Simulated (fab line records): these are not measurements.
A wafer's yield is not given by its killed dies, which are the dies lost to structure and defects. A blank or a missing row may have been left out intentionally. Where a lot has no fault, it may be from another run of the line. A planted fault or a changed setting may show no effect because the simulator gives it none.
Chamber matching :: flow nand_harc :: NHARC_A_CONTACT_ETCH_90 on rie_diel-04: 4 sister chambers
The step etches the open film in CH3F/O2, target depth 40 nm, time 85.7 s. 29 wafers are shown with their chamber, then 12 later ones without.

== WAFERS PAIRED WITH THEIR CHAMBERS ==
wafer: L074.1
chamber: 3
drypump_motor_current_A (A): 5.0
showerhead_plenum_p_Torr (Torr): 2.30
rf_vpp_V (V): 242.1

wafer: L074.2
chamber: 1
drypump_motor_current_A (A): 5.5
showerhead_plenum_p_Torr (Torr): 2.48
rf_vpp_V (V): 245.7

wafer: L074.6
chamber: 2
drypump_motor_current_A (A): 6.4
showerhead_plenum_p_Torr (Torr): 2.37
rf_vpp_V (V): 243.5

wafer: L076.1
chamber: 3
drypump_motor_current_A (A): 5.0
showerhead_plenum_p_Torr (Torr): 2.30
rf_vpp_V (V): 241.5

wafer: L076.4
chamber: 0
drypump_motor_current_A (A): 6.0
showerhead_plenum_p_Torr (Torr): 2.58
rf_vpp_V (V): 245.4

wafer: L076.5
chamber: 2
drypump_motor_current_A (A): 6.4
showerhead_plenum_p_Torr (Torr): 2.37
rf_vpp_V (V): 243.8

wafer: L075.1
chamber: 0
drypump_motor_current_A (A): 6.0
showerhead_plenum_p_Torr (Torr): 2.58
rf_vpp_V (V): 246.0

wafer: L075.4
chamber: 2
drypump_motor_current_A (A): 6.4
showerhead_plenum_p_Torr (Torr): 2.37
rf_vpp_V (V): 243.7

wafer: L077.2
chamber: 2
drypump_motor_current_A (A): 6.3
showerhead_plenum_p_Torr (Torr): 2.37
rf_vpp_V (V): 244.0

wafer: L077.4
chamber: 0
drypump_motor_current_A (A): 6.0
showerhead_plenum_p_Torr (Torr): 2.57
rf_vpp_V (V): 246.0

wafer: L077.5
chamber: 1
drypump_motor_current_A (A): 5.5
showerhead_plenum_p_Torr (Torr): 2.48
rf_vpp_V (V): 245.0

wafer: L079.2
chamber: 3
drypump_motor_current_A (A): 5.0
showerhead_plenum_p_Torr (Torr): 2.30
rf_vpp_V (V): 242.7

wafer: L079.4
chamber: 1
drypump_motor_current_A (A): 5.5
showerhead_plenum_p_Torr (Torr): 2.48
rf_vpp_V (V): 244.2

wafer: L079.5
chamber: 1
drypump_motor_current_A (A): 5.5
showerhead_plenum_p_Torr (Torr): 2.48
rf_vpp_V (V): 245.0

wafer: L081.1
chamber: 0
drypump_motor_current_A (A): 6.0
showerhead_plenum_p_Torr (Torr): 2.57
rf_vpp_V (V): 246.8

wafer: L081.4
chamber: 1
drypump_motor_current_A (A): 5.5
showerhead_plenum_p_Torr (Torr): 2.47
rf_vpp_V (V): 244.7

wafer: L081.5
chamber: 3
drypump_motor_current_A (A): 5.0
showerhead_plenum_p_Torr (Torr): 2.30
rf_vpp_V (V): 241.6

wafer: L082.3
chamber: 3
drypump_motor_current_A (A): 5.0
showerhead_plenum_p_Torr (Torr): 2.30
rf_vpp_V (V): 241.9

wafer: L082.4
chamber: 0
drypump_motor_current_A (A): 6.0
showerhead_plenum_p_Torr (Torr): 2.57
rf_vpp_V (V): 246.4

wafer: L082.5
chamber: 0
drypump_motor_current_A (A): 6.0
showerhead_plenum_p_Torr (Torr): 2.57
rf_vpp_V (V): 246.0

wafer: L084.1
chamber: 2
drypump_motor_current_A (A): 6.4
showerhead_plenum_p_Torr (Torr): 2.36
rf_vpp_V (V): 243.8

wafer: L084.4
chamber: 3
drypump_motor_current_A (A): 5.0
showerhead_plenum_p_Torr (Torr): 2.29
rf_vpp_V (V): 242.5

wafer: L084.5
chamber: 1
drypump_motor_current_A (A): 5.5
showerhead_plenum_p_Torr (Torr): 2.47
rf_vpp_V (V): 244.9

wafer: L087.1
chamber: 0
drypump_motor_current_A (A): 6.0
showerhead_plenum_p_Torr (Torr): 2.57
rf_vpp_V (V): 245.1

wafer: L087.2
chamber: 1
drypump_motor_current_A (A): 5.5
showerhead_plenum_p_Torr (Torr): 2.47
rf_vpp_V (V): 243.9

wafer: L087.3
chamber: 3
drypump_motor_current_A (A): 5.0
showerhead_plenum_p_Torr (Torr): 2.29
rf_vpp_V (V): 243.2

wafer: L085.2
chamber: 1
drypump_motor_current_A (A): 5.5
showerhead_plenum_p_Torr (Torr): 2.47
rf_vpp_V (V): 243.3

wafer: L085.3
chamber: 3
drypump_motor_current_A (A): 4.9
showerhead_plenum_p_Torr (Torr): 2.29
rf_vpp_V (V): 241.4

wafer: L085.6
chamber: 0
drypump_motor_current_A (A): 6.0
showerhead_plenum_p_Torr (Torr): 2.57
rf_vpp_V (V): 245.6

SIGNATURES (averages over the wafers above)
reading: drypump_motor_current_A
chamber 0: 6.000
chamber 1: 5.500
chamber 2: 6.380
chamber 3: 4.987
scatter within a chamber: 0.0259

reading: showerhead_plenum_p_Torr
chamber 0: 2.5725
chamber 1: 2.4750
chamber 2: 2.3680
chamber 3: 2.2962
scatter within a chamber: 0.00497

reading: rf_vpp_V
chamber 0: 245.912
chamber 1: 244.588
chamber 2: 243.760
chamber 3: 242.113
scatter within a chamber: 0.601
Rule: distance of a wafer from a chamber = root of the sum over the readings of ((wafer's reading minus chamber's mean) / reading's scatter) squared. If the next closest chamber is less than 2 further off than the closest, the wafer can't be placed; otherwise it belongs to the closest. The scatter is the square root of a quotient: the sum, over the shown wafers, of each reading's squared deviation from its chamber's mean, divided by wafers minus chambers.

== WAFERS WHOSE CHAMBER IS MISSING ==
wafer: L086.1
drypump_motor_current_A (A): 6.0
showerhead_plenum_p_Torr (Torr): 2.57
rf_vpp_V (V): 244.5

wafer: L086.3
drypump_motor_current_A (A): 5.5
showerhead_plenum_p_Torr (Torr): 2.47
rf_vpp_V (V): 243.6

wafer: L086.4
drypump_motor_current_A (A): 5.0
showerhead_plenum_p_Torr (Torr): 2.29
rf_vpp_V (V): 242.4

wafer: L092.2
drypump_motor_current_A (A): 6.4
showerhead_plenum_p_Torr (Torr): 2.36
rf_vpp_V (V): 242.6

wafer: L092.4
drypump_motor_current_A (A): 5.0
showerhead_plenum_p_Torr (Torr): 2.29
rf_vpp_V (V): 241.5

wafer: L092.6
drypump_motor_current_A (A): 6.0
showerhead_plenum_p_Torr (Torr): 2.56
rf_vpp_V (V): 245.2

wafer: L094.1
drypump_motor_current_A (A): 6.4
showerhead_plenum_p_Torr (Torr): 2.36
rf_vpp_V (V): 242.7

wafer: L094.2
drypump_motor_current_A (A): 5.5
showerhead_plenum_p_Torr (Torr): 2.46
rf_vpp_V (V): 244.9

wafer: L094.3
drypump_motor_current_A (A): 6.0
showerhead_plenum_p_Torr (Torr): 2.56
rf_vpp_V (V): 245.4

wafer: L096.1
drypump_motor_current_A (A): 5.5
showerhead_plenum_p_Torr (Torr): 2.46
rf_vpp_V (V): 246.3

wafer: L096.4
drypump_motor_current_A (A): 6.4
showerhead_plenum_p_Torr (Torr): 2.36
rf_vpp_V (V): 243.9

wafer: L096.6
drypump_motor_current_A (A): 6.0
showerhead_plenum_p_Torr (Torr): 2.56
rf_vpp_V (V): 245.5

== WHICH CHAMBER EACH ONE RAN IN ==
wafer: L086.1
from the rows above: 0
in truth: 0

wafer: L086.3
from the rows above: 1
in truth: 1

wafer: L086.4
from the rows above: 3
in truth: 3

wafer: L092.2
from the rows above: 2
in truth: 2

wafer: L092.4
from the rows above: 3
in truth: 3

wafer: L092.6
from the rows above: 0
in truth: 0

wafer: L094.1
from the rows above: 2
in truth: 2

wafer: L094.2
from the rows above: 1
in truth: 1

wafer: L094.3
from the rows above: 0
in truth: 0

wafer: L096.1
from the rows above: 1
in truth: 1

wafer: L096.4
from the rows above: 2
in truth: 2

wafer: L096.6
from the rows above: 0
in truth: 0
Correctly placed: 12 of 12. From these rows, 0 cannot be placed. Wrongly placed: 0.
